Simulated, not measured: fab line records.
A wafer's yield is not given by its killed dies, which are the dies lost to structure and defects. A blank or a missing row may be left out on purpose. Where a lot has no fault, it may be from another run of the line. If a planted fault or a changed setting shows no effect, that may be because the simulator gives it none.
Split-lot study ; flow n5Finfet ; 39 wafers read from 7 lots, route of 1938 steps

== SPLIT DETAILS ==
At N5_DUMMY_GATE_EXPOSE_12 (exposes mask GATE, target cd 25 nm), the setting doseMj was moved away from the recipe's 34 on 18 of the 39 wafers read, by -7.3% to +7.8%. The other wafers ran this setting at the recipe's value.

== FROM THE SPLIT TO THE READING: what the file shows between them, 7 steps ==
- N5_DUMMY_GATE_PEB_13: peb time 60 s
- N5_DUMMY_GATE_DEVELOP_14: develop time 30 s
- N5_DUMMY_GATE_CD_MEAS_15: target cd 25.8 nm
- N5_DUMMY_GATE_STRIP_38: strips in N2/H2
- N5_DUMMY_GATE_STRIP_39: strips in N2/H2
- N5_DUMMY_GATE_TRIM_49: chemistry O2, time 29 s, target cd 14 nm
- N5_DUMMY_GATE_STRIP_40: strips in CF4

== THE READING ==
Shown in nm: cdNm at N5_DUMMY_GATE_CD_MEAS_50, with target cd 14 nm. Fault-free wafers of this fab line usually give 14.1 nm, standard deviation 0.32 nm.

wafer;tool, chamber at the split;doseMj as run;against the recipe;cdNm, nm;against lot-mates on the recipe
L075.1;euvScanner-01, 0;34;recipe;14.1;-
L075.2;euvScanner-01, 0;36.14;+6.3%;13.1;-1.3
L075.3;euvScanner-01, 0;36.14;+6.3%;12.7;-1.7
L075.4;euvScanner-01, 0;34;recipe;14.2;-
L075.5;euvScanner-01, 0;34;recipe;14.8;-
L075.6;euvScanner-01, 0;36.14;+6.3%;13.0;-1.4
L080.1;euvScanner-02, 0;34;recipe;14.2;-
L080.2;euvScanner-02, 0;34;recipe;14.2;-
L080.3;euvScanner-02, 0;31.53;-7.3%;15.1;+0.8
L080.4;euvScanner-02, 0;31.53;-7.3%;15.7;+1.4
L080.5;euvScanner-02, 0;31.53;-7.3%;15.4;+1.1
L080.6;euvScanner-02, 0;34;recipe;14.4;-
L083.1;euvScanner-02, 0;36.52;+7.4%;12.7;-1.3
L083.2;euvScanner-02, 0;34;recipe;14.1;-
L083.3;euvScanner-02, 0;34;recipe;13.9;-
L083.4;euvScanner-02, 0;36.52;+7.4%;12.3;-1.7
L083.5;euvScanner-02, 0;36.52;+7.4%;13.1;-0.9
L083.6;euvScanner-02, 0;34;recipe;14.0;-
L086.1;euvScanner-02, 0;36.26;+6.6%;12.8;-1.3
L086.2;euvScanner-02, 0;36.26;+6.6%;13.3;-0.8
L086.3;euvScanner-02, 0;34;recipe;14.1;-
L086.4;euvScanner-02, 0;36.26;+6.6%;12.3;-1.8
L086.5;euvScanner-02, 0;34;recipe;14.2;-
L086.6;euvScanner-02, 0;34;recipe;14.0;-
L092.4;euvScanner-02, 0;34;recipe;13.7;-
L092.5;euvScanner-02, 0;34;recipe;13.5;-
L092.6;euvScanner-02, 0;34;recipe;13.9;-
L093.1;euvScanner-01, 0;34;recipe;14.0;-
L093.2;euvScanner-01, 0;34;recipe;14.2;-
L093.3;euvScanner-01, 0;35.53;+4.5%;13.5;-0.7
L093.4;euvScanner-01, 0;35.53;+4.5%;12.7;-1.5
L093.5;euvScanner-01, 0;35.53;+4.5%;13.6;-0.6
L093.6;euvScanner-01, 0;34;recipe;14.4;-
L097.1;euvScanner-01, 0;36.64;+7.8%;12.7;-1.0
L097.2;euvScanner-01, 0;34;recipe;13.6;-
L097.3;euvScanner-01, 0;36.64;+7.8%;12.8;-0.9
L097.4;euvScanner-01, 0;34;recipe;13.7;-
L097.5;euvScanner-01, 0;34;recipe;13.7;-
L097.6;euvScanner-01, 0;36.64;+7.8%;12.5;-1.2

FIT RESULTS
A straight line over all 39 wafers: cdNm changes by -0.182 nm for each +1% of doseMj; r = -0.93; the points scatter about the line by 0.31 nm.
The same after taking each lot's own level away (the mean of its wafers on the recipe; 39 wafers): -0.171 nm for each +1%; r = -0.93; scatter 0.28 nm.
Per that fit: largest doseMj move, reading shift of 1.3 nm.
The span of the lots' own levels, 13.67 to 14.37 nm, comes to 2.2 times the standard deviation stated above.
Consequently the slope shifts little with the lot-to-lot level, the two slopes agreeing.
Check: with one of the wafers moved furthest among these (+7.8%) left out of the fit, the line predicts -1.4 nm for it against its lot-mates. It came out at -0.967 nm against them.

== OTHER SPLITS ON THESE WAFERS ==
Before the reading, these wafers also passed through other splits. Each is held against what the fit with the lots' levels taken away leaves over:
other split on the same wafers;wafers away from the commonest value;r with cdNm (lot level and that fit taken away)
N5_WELL_APT_EPI_41 targetThkA;18;-0.07

== THE WHOLE CHAIN: every reading that the file lists as answering this split, in the file's order ==
step;what it does;reading;change (the file's fit);r (the file's)
N5_DUMMY_GATE_CD_MEAS_15;target cd 25.8 nm;cdNm;-0.181 nm for each +1% of the setting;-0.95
N5_DUMMY_GATE_TRIM_49;chemistry O2, time 29 s, target cd 14 nm;DUMMY_GATE.cdNm (the simulator's own value, which no gauge read);-0.165 nm for each +1% of the setting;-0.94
N5_DUMMY_GATE_CD_MEAS_50;target cd 14 nm;cdNm;-0.176 nm for each +1% of the setting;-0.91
N5_DUMMY_GATE_ETCH_44;etches poly-Si in HBr/O2, stops on SiO2, target depth 127.5 nm;DUMMY_GATE.cdNm (the simulator's own value, which no gauge read);-0.155 nm for each +1% of the setting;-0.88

== THE FILE'S OWN FIT ==
cdNm changes by -0.176 nm for each +1% of doseMj, r = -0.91.
